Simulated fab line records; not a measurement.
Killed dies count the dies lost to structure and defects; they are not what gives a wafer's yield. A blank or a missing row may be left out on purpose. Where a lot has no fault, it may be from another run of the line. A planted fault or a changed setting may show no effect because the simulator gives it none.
Chamber matching + flow n5 finfet + 3 sister chambers for N5_BEOL_M9_CURE_71 on uv cure-02
The step cures SiCOH lowk, time 240 s. 3 wafers are shown with their chamber, then 10 later ones without.

== WAFERS WITH THEIR CHAMBER ==
| wafer  | chamber | wafer_temp_C_max |
|--------|---------|------------------|
| L075.5 | 0       | 387.2            |
| L082.6 | 2       | 386.4            |
| L092.2 | 1       | 386.1            |

== WAFERS WITH NO CHAMBER GIVEN ==
| wafer  | wafer_temp_C_max |
|--------|------------------|
| L092.4 | 386.0            |
| L092.3 | 386.1            |
| L092.5 | 386.5            |
| L092.6 | 386.5            |
| L094.1 | 387.1            |
| L094.5 | 387.1            |
| L094.6 | 387.8            |
| L096.1 | 386.4            |
| L096.2 | 386.3            |
| L096.6 | 385.9            |

== WHICH CHAMBER EACH WENT THROUGH ==
| wafer  | from the rows above     | in truth |
|--------|-------------------------|----------|
| L092.4 | can't be placed: 1 or 2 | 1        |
| L092.3 | can't be placed: 1 or 2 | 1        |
| L092.5 | can't be placed: 2 or 1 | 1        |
| L092.6 | can't be placed: 2 or 1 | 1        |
| L094.1 | 0                       | 0        |
| L094.5 | 0                       | 0        |
| L094.6 | 0                       | 0        |
| L096.1 | can't be placed: 2 or 1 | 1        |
| L096.2 | can't be placed: 2 or 1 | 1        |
| L096.6 | can't be placed: 1 or 2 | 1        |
Correctly placed: 3 of 10. Cannot be placed on the basis of these rows: 7; the candidates contain the true chamber in 7. Number placed wrongly: 0.
How it was worked out, from the rows above alone: a wafer's distance from a chamber is the root of the sum, over the readings, of the square of ((its reading less the chamber's mean) divided by the reading's scatter). The wafer belongs to the nearest chamber; if the next one is less than 2 further off, it can't be placed. Each chamber's mean is taken over the wafers shown for it. The scatter (one wafer shown for each chamber): square how far every hidden wafer sits from the nearest shown wafer, average those squares and take the square root.
